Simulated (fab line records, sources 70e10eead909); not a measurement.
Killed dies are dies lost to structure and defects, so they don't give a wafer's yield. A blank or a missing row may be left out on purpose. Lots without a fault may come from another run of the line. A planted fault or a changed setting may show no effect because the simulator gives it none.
Chamber matching | flow nand_harc | NHARC_A_STAIRCASE_TRIM_196 on rie_diel-05: 4 sister chambers
The step chemistry O2, time 211.2 s. 24 wafers are shown with their chamber, then 12 later ones without.

WAFERS WITH THEIR CHAMBER
wafer  | chamber | showerhead_plenum_p_Torr (Torr) | drypump_motor_current_A (A) | rf_vpp_V (V)
L076.3 | 3       | 3.71                            | 6.4                         | 57.6
L076.5 | 3       | 3.71                            | 6.3                         | 59.7
L076.6 | 0       | 3.33                            | 5.9                         | 58.1
L078.3 | 3       | 3.71                            | 6.3                         | 59.6
L078.4 | 2       | 3.51                            | 4.7                         | 58.6
L078.6 | 3       | 3.71                            | 6.3                         | 58.0
L081.2 | 2       | 3.51                            | 4.7                         | 57.4
L081.4 | 3       | 3.70                            | 6.4                         | 59.0
L081.5 | 3       | 3.70                            | 6.3                         | 58.9
L083.1 | 1       | 3.64                            | 5.3                         | 58.6
L083.4 | 0       | 3.32                            | 5.8                         | 55.5
L083.5 | 1       | 3.64                            | 5.4                         | 58.3
L082.3 | 3       | 3.70                            | 6.3                         | 57.3
L082.4 | 0       | 3.32                            | 5.9                         | 58.2
L082.6 | 2       | 3.50                            | 4.7                         | 57.0
L084.2 | 0       | 3.32                            | 5.9                         | 57.4
L084.3 | 1       | 3.64                            | 5.3                         | 59.2
L084.5 | 0       | 3.32                            | 5.9                         | 57.3
L086.1 | 1       | 3.63                            | 5.3                         | 57.8
L086.3 | 0       | 3.31                            | 5.9                         | 58.2
L086.4 | 3       | 3.70                            | 6.3                         | 58.2
L089.2 | 1       | 3.63                            | 5.3                         | 59.1
L089.3 | 0       | 3.31                            | 5.9                         | 56.1
L089.6 | 0       | 3.31                            | 5.9                         | 56.6

SIGNATURES (means of the wafers above)
reading                  | chamber 0 | chamber 1 | chamber 2 | chamber 3 | scatter within a chamber
showerhead_plenum_p_Torr | 3.3175    | 3.6360    | 3.5067    | 3.7050    | 0.00607
drypump_motor_current_A  | 5.888     | 5.320     | 4.700     | 6.325     | 0.0398
rf_vpp_V                 | 57.175    | 58.600    | 57.667    | 58.538    | 0.885
Rule: a wafer's distance from a chamber is the root of the sum, over the readings, of the square of ((its reading less the chamber's mean) divided by the reading's scatter). The wafer belongs to the nearest chamber; if the next one is less than 2 further off, it can't be placed. The scatter: the root of (the sum of the squares of (reading less its chamber's mean) over the shown wafers, divided by (wafers less chambers)).

WAFERS WITHOUT THEIR CHAMBER
wafer  | showerhead_plenum_p_Torr (Torr) | drypump_motor_current_A (A) | rf_vpp_V (V)
L092.1 | 3.49                            | 4.7                         | 56.6
L092.2 | 3.62                            | 5.4                         | 57.8
L092.3 | 3.69                            | 6.4                         | 57.8
L093.1 | 3.69                            | 6.3                         | 59.6
L093.4 | 3.62                            | 5.3                         | 57.6
L093.5 | 3.69                            | 6.3                         | 59.0
L094.1 | 3.68                            | 6.3                         | 57.9
L094.4 | 3.30                            | 5.8                         | 56.3
L094.6 | 3.49                            | 4.7                         | 56.7
L096.3 | 3.30                            | 5.9                         | 57.5
L096.4 | 3.68                            | 6.3                         | 58.6
L096.5 | 3.48                            | 4.7                         | 56.2

WHICH CHAMBER EACH WENT THROUGH
wafer  | from the rows above | in truth
L092.1 | 2                   | 2
L092.2 | 1                   | 1
L092.3 | 3                   | 3
L093.1 | 3                   | 3
L093.4 | 1                   | 1
L093.5 | 3                   | 3
L094.1 | 3                   | 3
L094.4 | 0                   | 0
L094.6 | 2                   | 2
L096.3 | 0                   | 0
L096.4 | 3                   | 3
L096.5 | 2                   | 2
Placed correctly: 12 of 12. Can't be placed from these rows: 0. Placed wrongly: 0.
